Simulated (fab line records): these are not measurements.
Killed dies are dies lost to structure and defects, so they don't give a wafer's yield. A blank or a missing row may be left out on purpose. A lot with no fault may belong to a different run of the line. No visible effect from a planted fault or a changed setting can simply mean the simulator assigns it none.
fab line records -- flow n5_finfet
record lots=7, wafers=20, last_day=18
route steps=1938 shown MOL_CONTACT_COAG@532 BEOL_M4@1111 PASSIVATION@1936
lots untouched by any fault: they come from a run of this same line in which no faults occurred
start_h: start of the lot's first displayed wafer, in hours after the record's first day -- wait_h: how many hours have passed since the lot's step before this one -- " the same as in the row above -- L1.1+2: a single row standing in for several wafers -- - value missing, or start not given -- * or withheld: withheld -- < > ~ a bound
route shown NAME@n: names a module that has steps shown in the file, with the first one's number in the route -- usual: mean and standard deviation over wafers with no fault -- same: alike in all rows -- chamber/n: place in a boat -- sites: per-site readings -- _std_site: their standard deviation -- _edge_site: mean of outer sites minus mean of inner sites -- radius_mm: how far each site lies from the wafer's centre -- mask NAME#n: copy n -- behind: tool/chamber where the wafer was last shaped -- hold: what put the lot on hold/how long, in hours/how the hold closed -- device: the n, p or np transistor that did not switch -- end of line: the tests these same wafers got at the end of their route -- a step with no rows: only its recipe -- killed: the dies lost at the first sort to structure and to defects; this is not the yield of the wafer -- map: a wafer's dies, x killed, . not, _ none there
set.NAME: the setting the step ran with; set.NAME@STEP: the setting that earlier step ran with -- model.NAME: the simulator's own value behind a step, which no gauge read
certain route steps with their lots: each step a table, each wafer a row
services: the hour from which a tool's chamber was out of use, counted from the record's first day as start_h (under 0 if before that day), plus the number of hours and why
## steps
# step N5_MOL_CONTACT_COAG_ETCH_106
# recipe chemistry=N2/H2, target=SOC, target_depth_a=800, overetch_a=160, mask_material=SiARC, temp_c=40, time_s=120, ion_energy_ev=200, pressure_mtorr=30, source_w=840, bias_w=150, n2_flow_sccm=200, h2_flow_sccm=200
# usual drypump_motor_current_A=5.4/0.37, oes_product_au=0.70/0.067, rf_vpp_V=524.4/2.5, showerhead_plenum_p_Torr=2.56/0.081, throttle_valve_pct=17.70/0.26
lot.wafer,tool,chamber,start_h,wait_h,drypump_motor_current_A,oes_product_au,rf_hours_counter_h,rf_vpp_V,showerhead_plenum_p_Torr,throttle_valve_pct
L768.1,rie_diel-01,0,129.40,0.0,5.2,0.65,202,526.9,2.61,17.90
L768.3,rie_diel-01,3,129.40,0.0,6.6,0.63,192,527.3,2.60,17.27
L768.4,rie_diel-01,2,129.40,0.0,5.3,0.76,64,524.7,2.58,17.44
L769.1,rie_diel-05,1,135.89,0.0,5.3,0.76,69,528.1,2.67,17.34
L769.3,rie_diel-05,2,135.89,0.0,5.1,0.66,169,526.3,2.64,17.75
L769.5,rie_diel-05,0,135.89,0.0,5.4,0.62,-,523.6,2.54,18.06
L770.3,rie_diel-05,1,142.91,0.0,5.3,0.76,71,528.1,2.67,17.34
L770.5,rie_diel-05,1,142.91,0.0,5.3,0.76,-,528.2,2.67,17.36
L778.1,rie_diel-06,3,184.81,0.0,5.4,0.66,176,525.3,2.64,17.72
L778.4,rie_diel-06,2,184.81,0.0,5.9,0.77,70,521.7,2.45,17.53
L778.5,rie_diel-06,1,184.81,0.0,5.6,0.85,-,523.3,2.51,17.63
L781.1,rie_diel-05,0,203.62,0.0,5.4,0.61,231,522.2,2.53,18.10
L781.5,rie_diel-05,1,203.62,0.0,5.3,0.75,-,526.2,2.66,17.38
L781.6,rie_diel-05,2,203.62,0.0,5.1,0.64,-,526.3,2.63,17.78
L782.2,rie_diel-06,1,218.49,0.0,5.6,0.81,22,521.9,2.51,17.66
L782.3,rie_diel-06,2,218.49,0.0,5.9,0.75,82,521.8,2.44,17.53
L782.6,rie_diel-06,0,218.49,0.0,5.6,0.67,-,521.2,2.43,17.88
L783.2,rie_diel-01,2,222.34,0.0,5.3,0.73,96,524.5,2.56,17.52
L783.4,rie_diel-01,1,222.34,0.0,6.0,0.64,218,521.0,2.42,18.17
L783.6,rie_diel-01,3,222.34,0.0,6.6,0.61,-,526.5,2.59,17.33
# step N5_MOL_CONTACT_COAG_STRIP_107
# recipe chemistry=N2/H2, temp_c=40, n2_flow_sccm=200, h2_flow_sccm=200, rf_frequency_hz=6e+07
# step N5_MOL_CONTACT_COAG_STRIP_108
# recipe chemistry=N2/H2, temp_c=40, n2_flow_sccm=200, h2_flow_sccm=200, rf_frequency_hz=6e+07
# step N5_MOL_CONTACT_COAG_CONTACT_ETCH_14
# recipe chemistry=C4F6/O2, target=SiO2, target_depth_a=275, overetch_a=85, mask_material=SOC, pressure_mtorr=30, source_w=370, bias_w=185, Ar_flow_sccm=300, C4F6_flow_sccm=16, O2_flow_sccm=10, time_s=20, ion_energy_ev=259.6
# usual drypump_motor_current_A=5.4/0.37, oes_product_au=0.66/0.064, rf_vpp_V=693/3.3, showerhead_plenum_p_Torr=2.90/0.092, throttle_valve_pct=21.21/0.18
lot.wafer,tool,chamber,start_h,wait_h,drypump_motor_current_A,oes_product_au,rf_hours_counter_h,rf_vpp_V,showerhead_plenum_p_Torr,throttle_valve_pct
L768.1,rie_diel-01,0,129.50,0.0,5.2,0.62,202,696,2.94,21.27
L768.3,rie_diel-01,3,129.50,0.0,6.6,0.59,192,696,2.97,20.88
L768.4,rie_diel-01,2,129.50,0.0,5.3,0.72,64,694,2.93,20.98
L769.1,rie_diel-05,1,135.99,0.0,5.3,0.73,69,698,3.03,20.97
L769.3,rie_diel-05,2,135.99,0.0,5.1,0.63,169,695,3.00,21.29
L769.5,rie_diel-05,0,135.99,0.0,5.4,0.60,-,691,2.84,21.28
L770.3,rie_diel-05,1,143.01,0.0,5.3,0.73,71,698,3.03,20.95
L770.5,rie_diel-05,1,143.01,0.0,5.3,0.72,-,698,3.03,20.96
L778.1,rie_diel-06,3,184.91,0.0,5.5,0.63,176,695,3.00,21.27
L778.4,rie_diel-06,2,184.91,0.0,5.8,0.73,70,689,2.81,21.28
L778.5,rie_diel-06,1,184.91,0.0,5.6,0.80,-,691,2.84,21.10
L781.1,rie_diel-05,0,203.72,0.0,5.4,0.59,231,693,2.83,21.32
L781.5,rie_diel-05,1,203.72,0.0,5.3,0.71,-,697,3.02,20.98
L781.6,rie_diel-05,2,203.72,0.0,5.1,0.62,-,696,2.99,21.31
L782.2,rie_diel-06,1,218.59,0.0,5.5,0.78,22,691,2.83,21.11
L782.3,rie_diel-06,2,218.59,0.0,5.9,0.72,82,692,2.81,21.30
L782.6,rie_diel-06,0,218.59,0.0,5.5,0.64,-,688,2.76,21.37
L783.2,rie_diel-01,2,222.44,0.0,5.3,0.69,96,694,2.92,21.04
L783.4,rie_diel-01,1,222.44,0.0,6.0,0.60,218,687,2.78,21.69
L783.6,rie_diel-01,3,222.44,0.0,6.6,0.58,-,695,2.95,20.91
# step N5_MOL_CONTACT_COAG_STRIP_109
# recipe chemistry=C4F6/O2, resist=SiARC, rf_frequency_hz=6e+07
# step N5_MOL_CONTACT_COAG_ETCH_15
# recipe chemistry=CH3F/O2, target=SiNx, target_depth_a=70, mask_material=SOC, stop_on=Si:P, over_etch_frac=0.75, ion_energy_ev=120, pressure_mtorr=30, source_w=395, bias_w=73, Ar_flow_sccm=150, CH3F_flow_sccm=30, O2_flow_sccm=20
# usual drypump_motor_current_A=5.4/0.37, oes_product_au=0.57/0.056, rf_vpp_V=301/11, showerhead_plenum_p_Torr=2.02/0.067, throttle_valve_pct=16.28/0.19
lot.wafer,tool,chamber,start_h,wait_h,drypump_motor_current_A,oes_product_au,rf_hours_counter_h,rf_vpp_V,showerhead_plenum_p_Torr,throttle_valve_pct
L768.1,rie_diel-01,0,129.53,0.0,5.2,0.53,202,290,2.05,16.42
L768.3,rie_diel-01,3,129.53,0.0,6.6,0.51,192,292,2.07,16.05
L768.4,rie_diel-01,2,129.53,0.0,5.3,0.62,64,292,2.04,16.02
L769.1,rie_diel-05,1,136.02,0.0,5.3,0.63,69,312,2.11,16.01
L769.3,rie_diel-05,2,136.02,0.0,5.1,0.54,169,307,2.08,16.37
L769.5,rie_diel-05,0,136.02,0.0,5.4,0.52,-,295,1.97,16.43
L770.3,rie_diel-05,1,143.04,0.0,5.3,0.63,71,314,2.11,16.03
L770.5,rie_diel-05,1,143.04,0.0,5.3,0.62,-,313,2.11,16.02
L778.1,rie_diel-06,3,184.94,0.0,5.5,0.54,176,291,2.09,16.32
L778.4,rie_diel-06,2,184.94,0.0,5.9,0.63,70,298,1.95,16.32
L778.5,rie_diel-06,1,184.94,0.0,5.6,0.70,-,289,1.97,16.09
L781.1,rie_diel-05,0,203.76,0.0,5.4,0.51,231,295,1.97,16.49
L781.5,rie_diel-05,1,203.76,0.0,5.3,0.60,-,314,2.11,16.06
L781.6,rie_diel-05,2,203.76,0.0,5.1,0.53,-,306,2.08,16.39
L782.2,rie_diel-06,1,218.63,0.0,5.5,0.68,22,290,1.96,16.11
L782.3,rie_diel-06,2,218.63,0.0,5.9,0.62,82,299,1.95,16.34
L782.6,rie_diel-06,0,218.63,0.0,5.6,0.54,-,296,1.91,16.47
L783.2,rie_diel-01,2,222.47,0.0,5.3,0.60,96,291,2.03,16.09
L783.4,rie_diel-01,1,222.47,0.0,6.0,0.52,218,286,1.92,16.69
L783.6,rie_diel-01,3,222.47,0.0,6.6,0.50,-,292,2.06,16.14
# step N5_MOL_CONTACT_COAG_ETCH_110
# recipe chemistry=CF4/O2, target=Si, target_depth_a=25, time_s=8, pressure_mtorr=100, source_w=200, bias_w=12, ion_energy_ev=60, Ar_flow_sccm=100, cf4_flow_sccm=100, O2_flow_sccm=10
# usual drypump_motor_current_A=5.4/0.37, oes_product_au=0.79/0.084, rf_vpp_V=129/5.2, showerhead_plenum_p_Torr=2.24/0.071, throttle_valve_pct=10.72/0.23
lot.wafer,tool,chamber,start_h,wait_h,drypump_motor_current_A,oes_product_au,rf_hours_counter_h,rf_vpp_V,showerhead_plenum_p_Torr,throttle_valve_pct
L768.1,rie_diel-01,0,129.59,0.0,5.2,0.74,202,125,2.28,10.97
L768.3,rie_diel-01,3,129.59,0.0,6.6,0.70,192,125,2.29,10.62
L768.4,rie_diel-01,2,129.59,0.0,5.3,0.86,64,123,2.25,10.36
L769.1,rie_diel-05,1,136.08,0.0,5.3,0.87,69,135,2.34,10.44
L769.3,rie_diel-05,2,136.08,0.0,5.1,0.72,169,133,2.31,10.82
L769.5,rie_diel-05,0,136.08,0.0,5.4,0.71,-,126,2.19,10.93
L770.3,rie_diel-05,1,143.10,0.0,5.3,0.87,71,136,2.34,10.45
L770.5,rie_diel-05,1,143.10,0.0,5.3,0.87,-,134,2.34,10.46
L778.1,rie_diel-06,3,185.00,0.0,5.5,0.73,176,126,2.32,10.85
L778.4,rie_diel-06,2,185.00,0.0,5.8,0.89,70,126,2.16,10.63
L778.5,rie_diel-06,1,185.00,0.0,5.5,0.94,-,124,2.19,10.39
L781.1,rie_diel-05,0,203.82,0.0,5.4,0.70,231,125,2.18,11.00
L781.5,rie_diel-05,1,203.82,0.0,5.3,0.85,-,135,2.33,10.49
L781.6,rie_diel-05,2,203.82,0.0,5.1,0.70,-,132,2.30,10.87
L782.2,rie_diel-06,1,218.69,0.0,5.6,0.92,22,123,2.19,10.43
L782.3,rie_diel-06,2,218.69,0.0,5.9,0.88,82,127,2.16,10.64
L782.6,rie_diel-06,0,218.69,0.0,5.5,0.78,-,125,2.14,10.95
L783.2,rie_diel-01,2,222.53,0.0,5.3,0.83,96,125,2.24,10.43
L783.4,rie_diel-01,1,222.53,0.0,6.0,0.71,218,123,2.13,11.07
L783.6,rie_diel-01,3,222.53,0.0,6.6,0.67,-,126,2.28,10.70
# step N5_MOL_CONTACT_COAG_STRIP_98
# recipe chemistry=N2/H2, power_w=500, temp_c=40, pressure_mtorr=50, rf_frequency_hz=6e+07, overash_fraction=0.3, bias_power_w=8, h2_frac=0.5, n2_flow_sccm=300, h2_flow_sccm=300
# step N5_MOL_CONTACT_COAG_CD_MEAS_99
# recipe target_cd_nm=17.2, polarity=opening
# usual cd_nm=17.1/0.4
lot.wafer,tool,chamber,start_h,wait_h,cd_nm
L768.1,cd_sem-03,-,129.71,-,17.6
L768.3,cd_sem-03,-,129.71,-,16.7
L768.4,cd_sem-03,-,129.71,-,17.0
L769.1,cd_sem-01,-,136.20,-,16.6
L769.3,cd_sem-01,-,136.20,-,17.2
L769.5,cd_sem-01,-,136.20,-,16.6
L770.3,cd_sem-02,-,143.22,-,17.3
L770.5,cd_sem-02,-,143.22,-,16.8
L778.1,cd_sem-03,-,185.12,-,17.3
L778.4,cd_sem-03,-,185.12,-,17.7
L778.5,cd_sem-03,-,185.12,-,17.4
L781.1,cd_sem-02,-,203.94,-,17.4
L781.5,cd_sem-02,-,203.94,-,16.7
L781.6,cd_sem-02,-,203.94,-,16.6
L782.2,cd_sem-01,-,218.81,-,17.6
L782.3,cd_sem-01,-,218.81,-,17.9
L782.6,cd_sem-01,-,218.81,-,16.7
L783.2,cd_sem-01,-,222.65,-,17.6
L783.4,cd_sem-01,-,222.65,-,17.4
L783.6,cd_sem-01,-,222.65,-,16.9
# step N5_MOL_CONTACT_COAG_IMPLANT_129
# recipe species=Ge, energy_kev=3, dose_cm2=6e+14, tilt_deg=0, rotation_deg=0
# step N5_MOL_CONTACT_COAG_PRECLEAN_111
# recipe chemistry=NF3:NH3, afs_cycles=1, temp_c=30, time_s=20, sublimation_temp_c=180, sublimation_time_s=60, pressure_torr=3, rf_power_w=30
# step N5_MOL_CONTACT_COAG_TI_SIL_19
# recipe material=Ti, target_thk_a=42, temp_c=200, chamber_pressure_pa=5, power_w=5000, time_s=15
# step N5_MOL_CONTACT_COAG_ALD_20
# recipe material=TiN, target_thk_a=15, temp_c=400, ald_precursor_family=TiCl4, ald_co_reactant=NH3, pulse_time_s=1, purge_time_s=3, co_reactant_purge_time_s=2, co_reactant_pulse_time_s=2, ald_cycles=68, pressure_torr=3
# usual ald_cycles=68/0, heater_power_w=989/94, precursor_pulse_height_rel=1.001/0.02
lot.wafer,tool,chamber,start_h,wait_h,ald_cycles,heater_power_w,precursor_pulse_height_rel
L768.1,ald_metal-04,0,130.35,0.1,68,1120,1.000
L768.3,ald_metal-04,2,130.35,0.1,65,960,1.021
L768.4,ald_metal-04,1,130.35,0.1,68,865,1.005
L769.1,ald_metal-04,0,137.78,0.1,68,1114,1.006
L769.3,ald_metal-04,1,137.78,0.1,65,863,0.980
L769.5,ald_metal-04,0,137.78,0.1,68,1126,0.987
L770.3,ald_metal-04,1,147.18,0.1,65,868,0.991
L770.5,ald_metal-04,2,147.18,0.1,68,959,1.001
L778.1,ald_metal-03,0,185.72,0.1,68,1035,1.012
L778.4,ald_metal-03,3,185.72,0.1,68,754,1.028
L778.5,ald_metal-03,2,185.72,0.1,68,1052,1.011
L781.1,ald_metal-04,0,207.28,0.1,68,1092,0.980
L781.5,ald_metal-04,2,207.28,0.1,68,973,1.011
L781.6,ald_metal-04,3,207.28,0.1,68,1043,1.017
L782.2,ald_metal-04,2,220.04,0.1,68,960,1.013
L782.3,ald_metal-04,1,220.04,0.1,68,875,0.982
L782.6,ald_metal-04,2,220.04,0.1,68,970,1.008
L783.2,ald_metal-04,2,225.04,0.1,68,969,0.997
L783.4,ald_metal-04,0,225.04,0.1,68,1083,1.006
L783.6,ald_metal-04,0,225.04,0.1,68,1096,0.995
# step N5_MOL_CONTACT_COAG_SIL_ANNEAL_21
# recipe temp_c=550, time_s=60, ambient=N2
# usual lamp_power_pct=6.67/0.04, wafer_temp_C_max=553.3/0.75
lot.wafer,tool,chamber,start_h,wait_h,lamp_power_pct,wafer_temp_C_max
L768.1,rtp_anneal-01,0,130.73,0.2,6.63,554.1
L768.3,rtp_anneal-01,0,130.73,0.2,6.63,553.4
L768.4,rtp_anneal-01,0,130.73,0.2,6.63,552.4
L769.1,rtp_anneal-02,0,138.16,0.2,6.71,552.3
L769.3,rtp_anneal-02,0,138.16,0.2,6.72,553.2
L769.5,rtp_anneal-02,0,138.16,0.2,6.71,553.2
L770.3,rtp_anneal-02,0,147.62,0.3,6.72,553.1
L770.5,rtp_anneal-02,0,147.62,0.3,6.71,551.9
L778.1,rtp_anneal-01,0,186.09,0.2,6.63,553.9
L778.4,rtp_anneal-01,0,186.09,0.2,6.63,554.5
L778.5,rtp_anneal-01,0,186.09,0.2,6.65,553.7
L781.1,rtp_anneal-01,0,207.79,0.3,6.63,553.1
L781.5,rtp_anneal-01,0,207.79,0.3,6.63,553.6
L781.6,rtp_anneal-01,0,207.79,0.3,6.63,553.8
L782.2,rtp_anneal-01,0,220.55,0.3,6.63,553.6
L782.3,rtp_anneal-01,0,220.55,0.3,6.63,554.0
L782.6,rtp_anneal-01,0,220.55,0.3,6.63,554.3
L783.2,rtp_anneal-01,0,225.45,0.2,6.64,553.0
L783.4,rtp_anneal-01,0,225.45,0.2,6.63,553.6
L783.6,rtp_anneal-01,0,225.45,0.2,6.63,553.5
# step N5_BEOL_M4_RC_MEAS_101
# usual DIBL_N=36.7/2.6, DIBL_P=36.9/2.8, IOFF_N=0.17/0.043, IOFF_P=0.22/0.05, ION_N=678/15, ION_P=465/9.2, SS_N=71.6/0.79, SS_P=73.5/0.82, VT_N=250/3.9, VT_P=-250/3.7
lot.wafer,tool,chamber,start_h,wait_h,DIBL_N[mV/V],DIBL_P[mV/V],IOFF_N[nA/um],IOFF_P[nA/um],ION_N[uA/um],ION_P[uA/um],SS_N[mV/dec],SS_P[mV/dec],VT_N[mV],VT_P[mV]
L769.1,prober-01,0,206.49,0.0,32.7,32.4,0.10,0.15,657,463,70.2,72.2,260,-257
L769.3,prober-01,0,206.49,0.0,38.8,39.0,0.20,0.22,702,478,72.0,74.6,248,-251
L769.5,prober-01,0,206.49,0.0,33.1,32.5,0.11,0.14,665,462,70.2,71.9,255,-254
L768.1,prober-02,0,213.83,0.0,36.0,35.8,0.15,0.26,680,477,71.3,73.2,250,-245
L768.3,prober-02,0,213.83,0.0,38.1,37.9,0.18,0.29,709,493,72.8,73.0,250,-242
L768.4,prober-02,0,213.83,0.0,36.0,35.4,0.15,0.25,698,486,71.5,72.8,246,-244
L770.3,prober-02,0,242.44,0.3,31.1,29.6,0.08,0.14,657,462,69.8,71.6,259,-253
L770.5,prober-02,0,242.44,0.3,37.8,37.8,0.18,0.27,671,468,71.4,73.5,245,-244
L778.1,prober-02,0,269.62,0.0,36.2,36.6,0.16,0.23,689,477,71.5,74.0,249,-249
L778.4,prober-02,0,269.62,0.0,37.0,37.1,0.16,0.23,669,462,72.0,73.8,251,-250
L778.5,prober-02,0,269.62,0.0,36.6,37.5,0.16,0.24,663,459,71.4,73.4,250,-248
L781.1,prober-02,0,300.41,0.0,34.9,35.5,0.14,0.20,680,466,71.7,72.9,252,-250
L781.5,prober-02,0,300.41,0.0,31.8,32.6,0.11,0.17,676,470,71.5,72.2,254,-249
L781.6,prober-02,0,300.41,0.0,33.3,32.2,0.12,0.15,650,447,71.5,72.4,255,-253
L782.2,prober-02,0,312.84,0.2,40.6,39.8,0.25,0.30,707,477,72.6,75.2,244,-245
L782.3,prober-02,0,312.84,0.2,40.1,38.9,0.24,0.28,723,480,71.9,75.0,242,-246
L782.6,prober-02,0,312.84,0.2,34.5,32.6,0.12,0.17,652,454,69.9,72.5,252,-253
L783.2,prober-01,0,334.92,0.2,41.5,42.3,0.24,0.30,696,474,72.3,74.3,246,-249
L783.4,prober-01,0,334.92,0.2,40.9,41.8,0.23,0.28,697,476,72.4,73.9,245,-248
L783.6,prober-01,0,334.92,0.2,39.1,39.8,0.19,0.25,696,472,72.0,74.7,247,-248
# step N5_PASSIVATION_PROBE_49
# usual defect_limited_yield=91.0/1.4, killed_at_M0_to_M3=36/9.6, killed_at_M4_up=14/6.1, killed_at_contacts=13/6.6, killed_at_front_end=40/11, killed_at_other=3.2/2.9, killed_dies=106/17, killed_open=71/12, killed_short=33/7.3, sort_bin_5_function=5.3/1, sort_bin_6_memory=3.4/0.68, sort_bin_8_speed=0.0/0.51, sort_n_pass=1073/19, sort_yield_pct=91.0/1.6
# same gross_dies=1180, killed_at_back_side=0, sort_bin_4_leakage[%]=0
lot.wafer,tool,chamber,start_h,wait_h,defect_limited_yield[%],killed_at_M0_to_M3,killed_at_M4_up,killed_at_contacts,killed_at_front_end,killed_at_other,killed_dies,killed_open,killed_short,sort_bin_5_function[%],sort_bin_6_memory[%],sort_bin_8_speed[%],sort_n_pass,sort_yield_pct[%]
L769.1,prober-02,-,311.72,0.0,92.9,15,15,13,39,2,84,48,36,3.7,3.1,0,1096,92.9
L769.3,prober-02,-,311.82,0.1,88.9,25,25,14,62,5,131,88,41,7.4,3.5,0,1049,88.9
L769.5,prober-02,-,311.92,0.2,91.6,28,20,12,33,6,99,68,28,4.0,3.7,0,1081,91.6
L768.1,prober-02,-,317.83,0.0,93.1,29,16,2,35,0,82,55,27,4.2,2.5,0,1098,93.1
L768.3,prober-02,-,317.93,0.1,92.6,31,12,11,30,3,87,57,30,3.1,3.9,0,1093,92.6
L768.4,prober-02,-,317.98,0.2,90.9,39,12,5,50,1,107,59,26,6.4,2.5,0,1073,90.9
L770.3,prober-02,-,353.70,0.1,91.5,40,8,24,28,0,100,64,36,5.3,3.2,0,1080,91.5
L770.5,prober-02,-,353.80,0.2,90.6,37,9,15,49,1,111,71,36,5.2,4.1,0,1069,90.6
L778.1,prober-01,-,372.59,0.0,90.0,39,21,14,41,3,118,81,34,6.4,3.1,0,1062,90.0
L778.4,prober-01,-,372.74,0.2,91.7,29,23,14,30,2,98,68,27,5.1,2.7,0,1082,91.7
L778.5,prober-01,-,372.79,0.2,88.5,37,23,26,48,2,136,88,47,5.8,5.5,0,1044,88.5
L782.2,prober-02,-,426.20,0.1,92.3,26,16,13,33,3,91,54,37,5.4,2.1,0,1089,92.3
L782.3,prober-02,-,426.25,0.1,92.3,25,17,18,27,4,91,61,30,4.6,2.9,0,1089,92.3
L782.6,prober-02,-,426.40,0.3,92.5,20,5,24,37,2,88,64,24,4.8,2.1,0,1092,92.5
# killed by level:class
L769.1 FIN_SAQP:geometric_particle:open=12 MOL_CONTACT_COAG:geometric_particle:open=8 FIN_SAQP:geometric_particle:short=6 STI_FIN_REVEAL:geometric_particle:open=6 BEOL_M0_SAQP:geometric_particle:short=6 MOL_CONTACT_COAG:geometric_particle:short=5 BEOL_M4:geometric_particle:open=5 ILD0:geometric_particle:short=3
L769.3 FIN_SAQP:geometric_particle:open=31 BEOL_M4:geometric_particle:open=13 MOL_CONTACT_COAG:geometric_particle:open=10 FIN_SAQP:geometric_particle:short=7 BEOL_M0_SAQP:geometric_particle:open=7 BEOL_M3:geometric_particle:open=6 BEOL_M7:geometric_particle:open=5 MOL_CONTACT_COAG:geometric_particle:short=4
L769.5 MOL_CONTACT_COAG:geometric_particle:open=10 BEOL_M4:geometric_particle:open=9 BEOL_M3:geometric_particle:open=6 ILD0:geometric_particle:open=5 BEOL_M0_SAQP:geometric_particle:short=5 BEOL_M0_SAQP:geometric_particle:open=5 BEOL_M2:geometric_particle:open=5 BEOL_M4:geometric_particle:short=5
L768.1 BEOL_M4:geometric_particle:open=10 STI_FIN_REVEAL:geometric_particle:open=8 GATE_CUT:geometric_particle:short=8 BEOL_M0_SAQP:geometric_particle:open=6 GATE_CUT:geometric_particle:open=5 BEOL_M1:geometric_particle:open=5 BEOL_M2:geometric_particle:open=5 BEOL_M2:geometric_particle:short=5
L768.3 BEOL_M1:geometric_particle:open=11 MOL_CONTACT_COAG:geometric_particle:open=8 GATE_CUT:geometric_particle:short=7 GATE_CUT:geometric_particle:open=6 BEOL_M2:geometric_particle:open=6 STARTING-WAFER:geometric_particle:short=5 FIN_SAQP:geometric_particle:open=4 BEOL_M0_SAQP:geometric_particle:short=4
L768.4 FIN_CUT:area_etch=21 BEOL_M2:geometric_particle:open=13 BEOL_M1:geometric_particle:open=13 GATE_CUT:geometric_particle:short=7 MOL_CONTACT_COAG:geometric_particle:open=5 DUMMY_GATE:geometric_particle:open=4 GATE_CUT:geometric_particle:open=4 BEOL_M4:geometric_particle:open=4
L770.3 MOL_CONTACT_COAG:geometric_particle:open=18 GATE_CUT:geometric_particle:short=7 BEOL_M0_SAQP:geometric_particle:open=7 BEOL_M0_SAQP:geometric_particle:short=7 STI_FIN_REVEAL:geometric_particle:open=6 MOL_CONTACT_COAG:geometric_particle:short=6 BEOL_M3:geometric_particle:short=6 BEOL_M2:geometric_particle:open=5
L770.5 STI_FIN_REVEAL:geometric_particle:open=18 BEOL_M2:geometric_particle:open=13 MOL_CONTACT_COAG:geometric_particle:open=10 BEOL_M0_SAQP:geometric_particle:short=7 FIN_SAQP:geometric_particle:open=5 FIN_SAQP:geometric_particle:short=5 BEOL_M1:geometric_particle:open=5 DUMMY_GATE:geometric_particle:open=4
L778.1 STI_FIN_REVEAL:geometric_particle:open=15 BEOL_M0_SAQP:geometric_particle:open=13 MOL_CONTACT_COAG:geometric_particle:open=11 BEOL_M4:geometric_particle:open=9 FIN_SAQP:geometric_particle:short=5 STI_FIN_REVEAL:geometric_particle:short=5 BEOL_M0_SAQP:geometric_particle:short=5 BEOL_M1:geometric_particle:open=5
L778.4 MOL_CONTACT_COAG:geometric_particle:open=10 BEOL_M4:geometric_particle:open=10 STI_FIN_REVEAL:geometric_particle:open=8 BEOL_M0_SAQP:geometric_particle:short=6 FIN_SAQP:geometric_particle:open=5 DUMMY_GATE:geometric_particle:open=5 BEOL_M0_SAQP:geometric_particle:open=5 BEOL_M0:geometric_particle:open=5
L778.5 MOL_CONTACT_COAG:geometric_particle:open=18 BEOL_M4:geometric_particle:open=13 BEOL_M0_SAQP:geometric_particle:short=13 STI_FIN_REVEAL:geometric_particle:open=10 FIN_SAQP:geometric_particle:open=8 MOL_CONTACT_COAG:geometric_particle:short=8 BEOL_M0_SAQP:geometric_particle:open=7 FIN_SAQP:geometric_particle:short=6
L782.2 MOL_CONTACT_COAG:geometric_particle:open=12 GATE_CUT:geometric_particle:short=9 BEOL_M0_SAQP:geometric_particle:open=9 BEOL_M4:geometric_particle:open=7 ILD0:geometric_particle:short=5 BEOL_M0_SAQP:geometric_particle:short=5 BEOL_M2:geometric_particle:short=5 STARTING-WAFER:geometric_particle:short=4
L782.3 MOL_CONTACT_COAG:geometric_particle:open=14 BEOL_M3:geometric_particle:open=8 BEOL_M0_SAQP:geometric_particle:short=7 BEOL_M5:geometric_particle:open=6 FIN_SAQP:geometric_particle:open=5 BEOL_M2:geometric_particle:open=5 GATE_CUT:geometric_particle:short=4 MOL_CONTACT_COAG:geometric_particle:short=4
L782.6 MOL_CONTACT_COAG:geometric_particle:open=19 STI_FIN_REVEAL:geometric_particle:open=8 SPACER0:geometric_particle:short=5 SPACER0:geometric_particle:open=5 MOL_CONTACT_COAG:geometric_particle:short=5 DUMMY_GATE:geometric_particle:open=4 BEOL_M0:geometric_particle:short=4 STARTING-WAFER:geometric_particle:open=4
## services
tool,chamber,start_h,hours,kind
rie_diel-01,0,116.87,1.2,repair
rie_diel-06,1,125.03,-,clean
rie_diel-06,1,125.03,-,consumable_replace:focus_ring
rie_diel-06,1,125.03,21.7,scheduled_down
rie_diel-06,1,125.03,21.7,vent_cycle
ald_metal-03,-,135.51,2.8,pm
ald_metal-04,3,154.08,21.6,repair
ald_metal-03,2,160.12,13.2,repair
ald_metal-04,3,180.87,5.6,repair
## key
first_sign step=N5_MOL_CONTACT_COAG_ALD_20, reading=ald_cycles, direction=down, sigmas=99+, usual=*, struck=*
effect none on later readings
met_at N5_MOL_CONTACT_COAG_ALD_20
struck_wafers L768.3,L769.3,L770.3
baseline_loss step=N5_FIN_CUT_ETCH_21, wafers=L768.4
fault kind=process_parameter_drift, tool=ald_metal-04, chamber=-, onset_h=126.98, steps=N5_MOL_CONTACT_COAG_ALD_20, channel=ald_cycles, offset=*, shape=step, end_h=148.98, scope=struck_wafers_only, acts_in=*, stated=*
# baseline_loss: these wafers lose ten dies or more at that step, a loss of the line's own and not of a fault; the sort's usual values leave them out
